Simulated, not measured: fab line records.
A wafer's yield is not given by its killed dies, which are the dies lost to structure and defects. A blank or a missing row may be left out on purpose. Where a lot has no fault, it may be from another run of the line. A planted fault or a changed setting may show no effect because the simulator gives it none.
Matching of chambers    flow n5Finfet    4 sister chambers for N5_BEOL_M2_ALD_98 on aldSin-04
The step deposits SiO2, target thk 2.5 nm, pulse time 1 s, co reactant pulse time 1 s. 8 wafers are shown with their chamber, then 7 later ones without.

== WAFERS, EACH WITH ITS CHAMBER ==
wafer   chamber  heaterPowerW (W)  precursorPulseHeightRel
L076.4  3        96                1.017
L076.5  1        68                1.000
L084.1  1        72                1.012
L084.6  0        74                0.994
L085.4  3        97                1.012
L085.5  2        69                1.016
L087.1  2        68                0.990
L087.2  0        75                1.006

== WAFERS WITHOUT THEIR CHAMBER ==
wafer   heaterPowerW (W)  precursorPulseHeightRel
L087.3  71                1.016
L089.1  95                0.974
L089.2  72                0.978
L089.4  69                1.000
L097.2  69                1.000
L097.3  71                0.999
L097.4  75                1.011

== EACH ONE'S CHAMBER ==
wafer   from the rows above           in truth
L087.3  can't be placed: 1 or 2 or 0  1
L089.1  3                             3
L089.2  can't be placed: 0 or 1 or 2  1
L089.4  can't be placed: 2 or 1       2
L097.2  can't be placed: 2 or 1       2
L097.3  can't be placed: 1 or 2 or 0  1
L097.4  0                             0
Placed correctly: 2 of 7. Not placeable from these rows: 5 (in 5, the candidates include the true chamber). Placed wrongly: 0.
How it was worked out, from the rows above alone: a wafer's distance from a chamber is the root of the sum, over the readings, of the square of ((its reading less the chamber's mean) divided by the reading's scatter). If the next closest chamber is less than 2 further off than the closest, the wafer can't be placed; otherwise it belongs to the closest. Each chamber's mean is taken over the wafers shown for it. The scatter is the square root of a quotient: the sum, over the shown wafers, of each reading's squared deviation from its chamber's mean, divided by wafers minus chambers.
